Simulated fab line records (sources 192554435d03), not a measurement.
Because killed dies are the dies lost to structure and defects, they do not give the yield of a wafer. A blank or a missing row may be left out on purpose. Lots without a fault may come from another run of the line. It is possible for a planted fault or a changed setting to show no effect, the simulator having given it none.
A lot that was struck, set against a sound lot / flow n5Finfet / 42 out of 1938 route steps
Sound: these wafers, L946.1, L946.3, L946.5. The struck wafers were L955.1, L955.5, L955.6. Last of all comes the cause.
At each step with rows: each side's tool, then ch and its chambers, then its first start. Under that, the readings that differ: sound wafers / struck wafers / difference of the means / sigmas: that difference in standard deviations of wafers without a fault.
alike: readings with means less than 2 such deviations apart, plus words and numbers identical on both sides. not compared: withheld readings, readings lacking a value on some wafer, bounds such as >300 that could conceal the same value, and numbers that have no deviation in the record and whose values overlap.
A row with sigmas, a row that says differs or no value, or rows on one side alone: a step with any of these is where the two part. Numbers that don't overlap but have no deviation are shown without sigmas and don't part them. Lack of a reading on every wafer of one side parts them only where that side has two or more wafers.

first, 9 steps without rows for these wafers: N5_BEOL_M4_ANNEAL_95 (time 240 s); N5_BEOL_M4_SPUTTER_96 (material Cu, target thk 4.5 nm, time 8.29 s); N5_BEOL_M4_ECD_50 (material Cu, target thk 300 nm); N5_BEOL_M4_ANNEAL_51 (time 90 s); N5_BEOL_M4_CMP_52 (polishes, stops on SiOC, t overpolish 6.8 s, target thk 40 nm); N5_BEOL_M4_PRE_CLEAN_60 (time 15 s); N5_BEOL_M4_CO_CAP_55 (material Co, precursor CCTBA/H2, target thk 2 nm, time 102.1 s); N5_BEOL_M4_PRE_CLEAN_56 (time 15 s); N5_BEOL_M4_DEP_57 (deposits SiCN from 3MS/NH3, target thk 8 nm, time 14 s).
N5_BEOL_M4_RC_MEAS_101:
  sound on prober-02 ch 0, day 11 04:40; struck on prober-02 ch 0, day 13 00:03
  alike: DIBL_N, DIBL_P, IOFF_N, IOFF_P, ION_N, ION_P, SS_N, SS_P, VT_N, VT_P
then, 24 steps without rows for these wafers: N5_BEOL_M5_ILD_DEP_00 (deposits SiCOH lowk from DEMS/porogen, target thk 140.64 nm, time 25.9 s); N5_BEOL_M5_CURE_79 (cures SiCOH lowk, time 240 s); N5_BEOL_M5_PECVD_70 (deposits SiO2 from TEOS/O2, target thk 16 nm, time 18 s); N5_BEOL_M5_HM_DEP_02 (deposits TiN, target thk 20 nm); N5_BEOL_M5_COAT_59 (time 60 s, resist thk 60 nm); N5_BEOL_M5_COAT_60 (time 60 s, resist thk 12 nm); N5_BEOL_M5_COAT_71 (time 60 s, resist thk 5 nm); N5_BEOL_M5_COAT_05 (resist thk 30 nm); N5_BEOL_M5_EBR_07; N5_BEOL_M5_SOFTBAKE_06 (time 60 s); N5_BEOL_M5_EXPOSE_08 (exposes mask M5, target cd 28 nm); N5_BEOL_M5_PEB_09 (peb time 60 s); N5_BEOL_M5_DEVELOP_10 (develop time 30 s); N5_BEOL_M5_DESCUM_16 (chemistry O2, time 7 s); N5_BEOL_M5_ETCH_72 (etches underlayer in N2/H2, target depth 6.5 nm, time 5.2 s); N5_BEOL_M5_ETCH_61 (etches SiARC in CF4, target depth 15.6 nm, time 26 s); N5_BEOL_M5_ETCH_62 (etches SOC in N2/H2, target depth 75 nm, overetch 15 nm, time 112.5 s); N5_BEOL_M5_STRIP_63 (strips in N2/H2); N5_BEOL_M5_STRIP_73 (strips in N2/H2); N5_BEOL_M5_STRIP_64 (strips in CF4); N5_BEOL_M5_HM_OPEN_17 (chemistry Cl2/BCl3, target TiN, target depth 20 nm, overetch 6 nm); N5_BEOL_M5_STRIP_19 (strips in O2); N5_BEOL_M5_COAT_65 (time 60 s, resist thk 60 nm); N5_BEOL_M5_COAT_66 (time 60 s, resist thk 12 nm).
-- here the record skips 2 days between the struck wafers' starts before and after, leaving off in module BEOL_M5 and picking up in module BEOL_M10 (first step shown: number 1474 of the route) --
N5_BEOL_M10_HM_DEP_02: deposits TiN, target thk 20 nm.
  sound on pvdSputter-02 at day 13 11:25; struck on pvdSputter-02 at day 15 09:10
reading=model.TiN_of_BEOL_M10_HM_DEP_02.thkNm (nm); sound=19.6 19.6 19.2; struck=30.2 30.2 30.4; difference=+10.8; sigmas=
  alike: chamberPressurePa, throttleValvePct
N5_BEOL_M10_HM_OPEN_17: chemistry Cl2/BCl3, target TiN, target depth 20 nm, overetch 6 nm.
  sound on rieMetal-03 ch 0,1, day 13 12:23; struck on rieMetal-03 ch 0,1, day 15 10:07
reading=model.etch.depthNm (nm); sound=19.66 19.53 19.14; struck=26.97 25.59 27.1; difference=+7.11; sigmas=
  alike: drypumpMotorCurrentA, heBacksideLeakSccm, oesProductAu, rfFwdPowerW, throttleValvePct
  not compared: rfHoursCounterH
N5_BEOL_M10_VIA_ETCH_34: etches SiCOH lowk in C4F6/O2, target depth 184.5 nm, time 69.2 s.
  sound on rieDiel-02 ch 0,2,3, day 13 13:59; struck on rieDiel-02 ch 1,2, day 15 13:35
reading=oesProductAu (a.u.); sound=0.72 0.68 0.83; struck=0.40 0.30 0.42; difference=-0.37; sigmas=-7
  alike: drypumpMotorCurrentA, rfFwdPowerW, rfVppV, showerheadPlenumPTorr, throttleValvePct
  not compared: rfHoursCounterH
N5_BEOL_M10_TRENCH_ETCH_37: etches SiCOH lowk in C4F6/O2, target depth 148.83 nm, time 48 s.
  sound: rieDiel-02 ch 0,2,3; struck: rieDiel-02 ch 1,2
reading=model.TiN_of_BEOL_M10_HM_DEP_02.thkNm (nm); sound=15.8 15.6 15; struck=26.4 26.2 26.4; difference=+10.9; sigmas=
  alike: drypumpMotorCurrentA, oesProductAu, rfFwdPowerW, rfVppV, showerheadPlenumPTorr, throttleValvePct
  not compared: rfHoursCounterH
N5_BEOL_M10_OCD_MEAS_38:
  sound on ocd-02 at day 13 14:16; struck on ocd-02 at day 15 13:53
reading=trenchDepthNm (nm); sound=143.5 142.9 148.2; struck=31.3 3.6 32.5; difference=-122.4; sigmas=-44
N5_BEOL_M10_CD_MEAS_35: the cd target is 70 nm.
  sound on cdSem-01 at day 13 14:25; struck on cdSem-03 at day 15 14:02
  not compared: cdNm
N5_BEOL_M10_THK_MEAS_53: measures by xrf.
  sound on filmMetro-02 at day 13 19:35; struck on filmMetro-01 at day 15 15:55
reading=M10_THK (nm); sound=139 137 142; struck=- - -; difference=no value on the struck wafers; sigmas=
-- a jump in the record: the struck wafers' starts before and after are 2 days apart (it breaks off in module BEOL_M10 and resumes in module PASSIVATION, where the first step shown is number 1936 of the route) --
N5_PASSIVATION_PROBE_49:
  record: rows for the struck wafers here (prober-01, day 17 16:21), none for the sound ones

== WHERE THEY PART ==
Earliest at N5_BEOL_M10_VIA_ETCH_34; latest, in this record, at N5_PASSIVATION_PROBE_49.

WHY: whatever the simulator had introduced
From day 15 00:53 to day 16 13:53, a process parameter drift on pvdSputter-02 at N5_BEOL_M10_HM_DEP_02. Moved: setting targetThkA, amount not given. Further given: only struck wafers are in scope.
